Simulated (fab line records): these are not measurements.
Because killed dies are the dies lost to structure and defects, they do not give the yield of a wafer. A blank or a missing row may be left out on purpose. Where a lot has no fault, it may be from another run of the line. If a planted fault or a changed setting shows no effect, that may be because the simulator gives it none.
fab line records | flow nand_harc
record: lots: 14 wafers: 42 last_day: 33
route steps=1302 shown A_CONTACT@1006
lots that met no fault: from a run of the same line without faults
start_h: start of the lot's first displayed wafer, in hours after the record's first day | wait_h: hours since the lot's step before | " identical to the entry in the row above | L1.1+2: a single row standing in for several wafers | - no value, or no start was given | * or withheld: withheld | < > ~ a bound
route shown NAME@n: NAME is a module with steps in the file, n the number in the route of the first one | usual: the fault-free wafers' mean and standard deviation | same: alike in all rows | chamber/n: place in a boat | sites: readings site by site | _std_site: how widely they spread, as a standard deviation | _edge_site: outer sites' mean less inner sites' | radius_mm: how far each site lies from the wafer's centre | mask NAME#n: copy n | behind: the most recent tool/chamber to have shaped the wafer | hold: cause of the lot's hold/its duration in hours/its outcome | device: transistor that didn't switch, given as n, p or np | end of line: at the end of the route, the tests of the same wafers | a step with no rows: only its recipe | killed: at the first sort, the dies lost to defects and structure; wafer yield is something else | map: dies across one wafer; x = killed, . = not, _ = none there
set.NAME: the setting as run; set.NAME@STEP: as run at that earlier step | model.NAME: the simulator's own value behind a step, which no gauge read
a sample of lots followed through the steps of the route, with each step as a table and each wafer as a row
services: when a tool's chamber went out of use (start_h, in hours from the record's first day, below 0 if earlier), for how many hours, and the reason
== steps ==
step: NHARC_A_CONTACT_ETCH_112
recipe: source_w: withheld pressure_mtorr: 20 bias_v: 3000 time_s: 190 target_depth_a: 18500 ar_flow_sccm: withheld c4f8_flow_sccm: withheld o2_flow_sccm: withheld chemistry: C4F8/O2/Ar
usual: chamber_pressure_mTorr: 20.002/0.017 oes_air_line_au: 0.999/0.021
columns lot.wafer tool chamber start_h wait_h chamber_pressure_mTorr oes_air_line_au rf_hours_counter_h
L177.3 har_cap_etch-03 0 490.62 0.2 20.002 0.989 -
L177.4 " 1 " " 19.999 0.997 -
L177.5 " 0 " " 20.003 0.960 -
L179.1 har_cap_etch-01 0 517.91 0.2 20.014 1.017 0
L179.4 " 1 " " 20.004 0.987 -
L179.6 " 1 " " 19.981 1.041 -
L180.1 har_cap_etch-02 1 522.07 0.2 20.015 0.993 91
L180.5 " 1 " " 19.986 0.986 -
L180.6 " 0 " " 20.025 1.010 -
L178.1 har_cap_etch-02 0 526.58 0.2 19.980 1.013 93
L178.2 " 1 " " 20.012 0.970 93
L178.4 " 1 " " 20.027 1.004 -
L182.1 har_cap_etch-01 1 547.04 0.2 20.019 1.005 7
L182.4 " 0 " " 20.007 1.041 -
L182.5 " 1 " " 19.996 0.956 -
L184.2 har_cap_etch-01 0 575.53 0.2 20.018 0.964 10
L184.1 " 1 " " 19.969 1.004 10
L184.4 " 1 " " 20.005 1.012 -
L183.2 har_cap_etch-03 1 578.67 0.2 20.004 0.967 54
L183.3 " 0 " " 20.006 1.014 -
L183.6 " 0 " " 19.996 1.008 -
L185.3 har_cap_etch-01 0 590.07 0.2 20.005 1.018 -
L185.5 " 0 " " 19.988 1.022 -
L185.6 " 1 " " 20.007 1.010 -
L189.2 har_cap_etch-01 0 617.03 0.2 20.012 1.018 18
L189.1 " 1 " " 20.008 0.985 18
L189.5 " 0 " " 19.995 1.016 -
L192.4 har_cap_etch-01 0 668.63 0.2 20.008 1.034 -
L192.3 " 1 " " 19.998 1.022 -
L192.5 " 0 " " 20.016 1.001 -
L194.1 har_cap_etch-02 1 673.21 0.2 20.016 1.010 116
L194.3 " 0 " " 19.999 1.031 -
L194.6 " 1 " " 20.031 0.986 -
L195.2 har_cap_etch-01 1 688.23 0.2 19.966 1.001 31
L195.1 " 0 " " 19.985 1.000 31
L195.6 " 1 " " 20.029 0.990 -
L196.2 har_cap_etch-02 0 698.01 0.2 19.971 1.006 122
L196.3 " 0 " " 19.983 0.989 -
L196.6 " 0 " " 19.987 1.015 -
L199.1 har_cap_etch-02 1 726.49 0.2 20.012 1.021 127
L199.6 " 1 " " 20.017 1.030 -
L199.5 " 0 " " 20.001 1.022 -
step: NHARC_A_CONTACT_ETCH_117
recipe: source_w: withheld pressure_mtorr: 20 bias_v: 3000 time_s: 190 target_depth_a: 18500 ar_flow_sccm: withheld c4f8_flow_sccm: withheld o2_flow_sccm: withheld chemistry: C4F8/O2/Ar
usual: chamber_pressure_mTorr: 20.000/0.02 oes_air_line_au: 1.002/0.02
columns lot.wafer tool chamber start_h wait_h chamber_pressure_mTorr oes_air_line_au rf_hours_counter_h
L177.3 har_cap_etch-03 0 491.47 0.1 20.006 1.018 -
L177.4 " 1 " " 20.012 0.957 -
L177.5 " 0 " " 19.956 1.037 -
L179.1 har_cap_etch-01 0 518.76 0.1 19.999 0.988 1
L179.4 " 1 " " 20.046 0.982 -
L179.6 " 1 " " 19.987 1.034 -
L180.1 har_cap_etch-02 1 522.92 0.1 20.045 1.005 91
L180.5 " 1 " " 19.989 0.991 -
L180.6 " 0 " " 19.993 0.995 -
L178.1 har_cap_etch-02 0 528.02 0.3 19.998 0.989 94
L178.2 " 1 " " 19.983 1.000 94
L178.4 " 1 " " 19.993 0.992 -
L182.1 har_cap_etch-01 1 547.89 0.1 19.977 0.981 8
L182.4 " 0 " " 19.963 0.978 -
L182.5 " 1 " " 20.018 1.001 -
L184.2 har_cap_etch-01 0 576.38 0.1 20.004 1.026 10
L184.1 " 1 " " 19.988 0.962 10
L184.4 " 1 " " 20.007 1.007 -
L183.2 har_cap_etch-03 1 579.51 0.1 20.018 0.989 55
L183.3 " 0 " " 20.011 1.026 -
L183.6 " 0 " " 20.017 1.027 -
L185.3 har_cap_etch-01 0 590.93 0.1 19.979 1.022 -
L185.5 " 0 " " 20.011 1.023 -
L185.6 " 1 " " 20.002 1.002 -
L189.2 har_cap_etch-01 0 617.89 0.1 20.014 1.035 19
L189.1 " 1 " " 19.990 1.000 19
L189.5 " 0 " " 20.007 0.990 -
L192.4 har_cap_etch-01 0 669.49 0.1 20.007 1.031 -
L192.3 " 1 " " 19.970 1.016 -
L192.5 " 0 " " 20.015 1.023 -
L194.1 har_cap_etch-02 1 674.07 0.1 20.027 1.015 117
L194.3 " 0 " " 19.971 1.028 -
L194.6 " 1 " " 19.979 0.997 -
L195.2 har_cap_etch-01 1 689.09 0.1 20.032 0.971 32
L195.1 " 0 " " 19.978 0.959 32
L195.6 " 1 " " 19.999 0.995 -
L196.2 har_cap_etch-02 0 698.86 0.1 19.980 0.971 122
L196.3 " 0 " " 19.982 0.972 -
L196.6 " 0 " " 20.023 1.002 -
L199.1 har_cap_etch-02 1 727.62 0.2 19.969 0.979 128
L199.6 " 1 " " 19.987 0.972 -
L199.5 " 0 " " 19.999 0.980 -
step: NHARC_A_CONTACT_ETCH_120
recipe: source_w: withheld pressure_mtorr: 20 bias_v: 3000 time_s: 190 target_depth_a: 18500 ar_flow_sccm: withheld c4f8_flow_sccm: withheld o2_flow_sccm: withheld chemistry: C4F8/O2/Ar
usual: chamber_pressure_mTorr: 20.001/0.018 oes_air_line_au: 1.005/0.019
columns lot.wafer tool chamber start_h wait_h chamber_pressure_mTorr oes_air_line_au rf_hours_counter_h
L177.3 har_cap_etch-03 0 491.99 0.1 20.003 0.977 -
L177.4 " 1 " " 19.992 0.997 -
L177.5 " 0 " " 20.025 0.992 -
L179.1 har_cap_etch-01 0 519.27 0.1 20.018 1.005 1
L179.4 " 1 " " 20.008 1.017 -
L179.6 " 1 " " 19.999 1.018 -
L180.1 har_cap_etch-02 1 523.44 0.1 20.030 1.011 92
L180.5 " 1 " " 19.985 1.033 -
L180.6 " 0 " " 20.008 1.002 -
L178.1 har_cap_etch-02 0 528.86 0.2 20.008 0.989 94
L178.2 " 1 " " 20.036 1.003 94
L178.4 " 1 " " 19.984 1.022 -
L182.1 har_cap_etch-01 1 548.40 0.1 20.016 1.020 9
L182.4 " 0 " " 19.981 0.998 -
L182.5 " 1 " " 20.005 0.989 -
L184.2 har_cap_etch-01 0 576.89 0.1 19.996 0.993 11
L184.1 " 1 " " 20.014 1.024 11
L184.4 " 1 " " 20.001 1.012 -
L183.2 har_cap_etch-03 1 580.02 0.1 19.987 1.027 55
L183.3 " 0 " " 20.011 0.971 -
L183.6 " 0 " " 19.988 0.984 -
L185.3 har_cap_etch-01 0 591.44 0.1 20.004 0.981 -
L185.5 " 0 " " 20.016 1.026 -
L185.6 " 1 " " 19.984 1.020 -
L189.2 har_cap_etch-01 0 618.40 0.1 20.016 0.977 19
L189.1 " 1 " " 20.050 0.991 19
L189.5 " 0 " " 20.018 0.985 -
L192.4 har_cap_etch-01 0 670.00 0.1 20.008 1.028 -
L192.3 " 1 " " 20.026 0.987 -
L192.5 " 0 " " 19.978 1.024 -
L194.1 har_cap_etch-02 1 674.58 0.1 20.004 1.009 117
L194.3 " 0 " " 19.988 0.976 -
L194.6 " 1 " " 19.982 0.992 -
L195.2 har_cap_etch-01 1 689.60 0.1 20.013 0.999 32
L195.1 " 0 " " 19.961 1.002 32
L195.6 " 1 " " 19.991 1.024 -
L196.2 har_cap_etch-02 0 699.38 0.1 20.006 0.992 123
L196.3 " 0 " " 19.977 1.024 -
L196.6 " 0 " " 20.010 0.993 -
L199.1 har_cap_etch-02 1 728.31 0.2 19.998 0.990 128
L199.6 " 1 " " 19.960 0.978 -
L199.5 " 0 " " 19.993 1.013 -
step: NHARC_A_CONTACT_ETCH_96
recipe: target_depth_a: 200 over_etch_frac: 0.5 time_s: 10 ion_energy_ev: 250 c4f6_flow_sccm: 25 o2_flow_sccm: 20 ar_flow_sccm: 500 rf_w: 600 bias_w: 500 chemistry: C4F6/O2
usual: bias_w: 500.1/1.4 c4f6_flow_sccm: 25.00/0.072 drypump_motor_current_A: 5.8/0.46 oes_product_au: 0.968/0.024 rf_vpp_V: 547/3.2 showerhead_plenum_p_Torr: 3.91/0.15 throttle_valve_pct: 26.904/0.0085
columns lot.wafer tool chamber start_h wait_h bias_w c4f6_flow_sccm drypump_motor_current_A oes_product_au rf_hours_counter_h rf_vpp_V showerhead_plenum_p_Torr throttle_valve_pct
L177.4 rie_diel-05 2 493.55 - 499.6 24.90 6.3 0.987 25 545 3.85 26.911
L177.3 " 1 " " 501.3 24.99 4.8 0.989 27 549 4.00 26.899
L177.5 " 2 " " 501.6 25.00 6.2 0.983 - 544 3.85 26.906
L179.1 rie_diel-05 2 520.87 - 499.0 25.10 6.3 0.960 30 547 3.84 26.898
L179.4 " 1 " " 498.8 25.13 4.8 0.954 32 548 3.99 26.889
L179.6 " 2 " " 498.6 25.01 6.2 0.960 - 544 3.84 26.902
L180.1 rie_diel-10 2 525.06 - 502.0 24.99 5.8 0.999 18 548 3.97 26.889
L180.6 " 1 " " 496.4 24.95 6.2 0.998 - 540 3.65 26.897
L180.5 " 2 " " 503.3 24.93 5.8 0.999 - 548 3.97 26.909
L178.1 rie_diel-04 2 530.83 - 499.7 25.03 5.1 0.952 50 542 3.71 26.892
L178.2 " 3 " " 501.3 24.96 6.2 0.942 51 548 3.95 26.913
L178.4 " 0 " " 500.3 24.94 5.6 0.943 56 543 3.76 26.917
L182.4 rie_diel-10 3 550.13 - 500.0 24.98 6.4 0.957 19 548 3.94 26.913
L182.1 " 0 " " 497.9 25.06 5.7 0.958 20 551 4.10 26.898
L182.5 " 2 " " 501.9 25.04 5.8 0.961 - 548 3.97 26.919
L184.4 rie_diel-04 0 578.52 - 499.9 25.00 5.7 1.008 8 543 3.75 26.899
L184.1 " 1 " " 497.3 24.98 5.9 0.996 15 545 3.82 26.919
L184.2 " 2 " " 496.9 24.94 5.1 0.998 13 542 3.70 26.902
L183.2 rie_diel-10 2 581.66 - 496.4 24.96 5.9 0.939 26 547 3.97 26.910
L183.3 " 3 " " 499.6 25.07 6.4 0.950 23 548 3.93 26.910
L183.6 " 3 " " 499.8 24.99 6.4 0.952 - 547 3.93 26.925
L185.3 rie_diel-10 0 593.04 0.1 500.5 24.99 5.7 0.952 26 550 4.09 26.885
L185.6 " 1 " " 500.4 25.01 6.2 0.948 - 542 3.64 26.902
L185.5 " 0 " " 499.7 25.04 5.7 0.951 - 551 4.09 26.914
L189.2 rie_diel-04 3 620.03 - 499.4 24.85 6.2 0.954 26 548 3.93 26.908
L189.1 " 0 " " 499.2 24.95 5.6 0.986 20 543 3.75 26.901
L189.5 " 2 " " 500.5 24.95 5.1 0.947 - 543 3.69 26.901
L192.4 rie_diel-05 1 671.60 - - - - - - - - -
L192.3 " 0 " " - - - - - - - -
L192.5 " 1 " " - - - - - - - -
L194.1 rie_diel-04 2 676.24 - - - - - - - - -
L194.3 " 0 " " - - - - - - - -
L194.6 " 1 " " - - - - - - - -
L195.2 rie_diel-10 0 691.23 - 500.6 25.01 5.7 0.999 13 551 4.08 26.902
L195.1 " 2 " " 499.7 25.01 5.8 0.984 14 546 3.96 26.911
L195.6 " 1 " " 499.4 25.10 6.2 0.985 - 552 4.22 26.893
L196.3 rie_diel-10 0 701.06 - 499.5 25.05 5.7 1.014 16 551 4.08 26.906
L196.2 " 1 " " 500.6 25.08 6.2 0.993 15 553 4.22 26.901
L196.6 " 2 " " 500.1 24.93 5.8 1.001 - 547 3.95 26.893
L199.1 rie_diel-10 3 730.31 - 500.4 24.96 6.4 0.961 21 546 3.92 26.898
L199.6 " 2 " " 499.2 24.95 5.8 0.955 - 546 3.95 26.899
L199.5 " 3 " " 498.4 25.00 6.4 0.946 - 548 3.92 26.913
== services ==
columns tool chamber start_h hours kind
rie_diel-10 0 477.68 - clean
rie_diel-10 1 477.68 - clean
rie_diel-10 2 491.88 3.8 repair
rie_diel-10 0 493.47 8.1 repair
har_cap_etch-01 - 497.45 17.0 pm
har_cap_etch-01 0 497.45 17.0 vent_cycle
har_cap_etch-01 1 497.45 17.0 vent_cycle
rie_diel-10 3 502.36 6.0 repair
har_cap_etch-01 0 514.45 - clean
har_cap_etch-01 1 514.45 - clean
rie_diel-04 - 518.10 0.4 repair
rie_diel-04 - 532.73 9.0 pm
har_cap_etch-01 - 540.72 0.5 repair
rie_diel-04 0 556.36 9.9 repair
rie_diel-04 2 578.68 6.6 repair
rie_diel-05 - 583.79 9.0 pm
rie_diel-10 3 587.41 6.6 repair
rie_diel-10 - 596.68 9.0 pm
rie_diel-05 0 610.12 17.1 repair
rie_diel-05 1 645.84 2.8 repair
rie_diel-10 3 648.01 3.5 repair
rie_diel-05 - 651.99 2.0 repair
rie_diel-10 - 661.80 0.6 repair
rie_diel-04 - 709.92 9.0 pm
== key ==
first_sign: step: NHARC_A_CONTACT_ETCH_96 reading: tool_record direction: missing
effect none on later readings
met_at NHARC_A_CONTACT_ETCH_96
struck_lots L192,L194
later_rows_left_out L192.3,L192.4,L192.5,L194.1,L194.3,L194.6
sort_left_out L192.3,L192.4,L192.5,L194.1,L194.3,L194.6
tester_left_out L192,L194
not_acting_at NHARC_A_CONTACT_ETCH_112,NHARC_A_CONTACT_ETCH_117,NHARC_A_CONTACT_ETCH_120
onset_between 620.03 671.60
fault: kind: skipped_step_whole tool: rie_diel-04,rie_diel-05 chamber: - onset_h: 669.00 steps: NHARC_A_CONTACT_ETCH_96 scope: struck_lots_only
tester_left_out: of these lots the tester's yield and bins aren't shown, on N5 and GAA mostly nor the transistor test; their killed dies are dies lost to structure and defects alone, not to doping, threshold or leakage, so they don't give the yield
sort_left_out: the simulated sort isn't trusted on such a fault, so these wafers' sort isn't shown, and their yield isn't known
later_rows_left_out: the simulator's readings of these wafers behind a module that went badly wrong aren't trusted and aren't shown, but for the sort
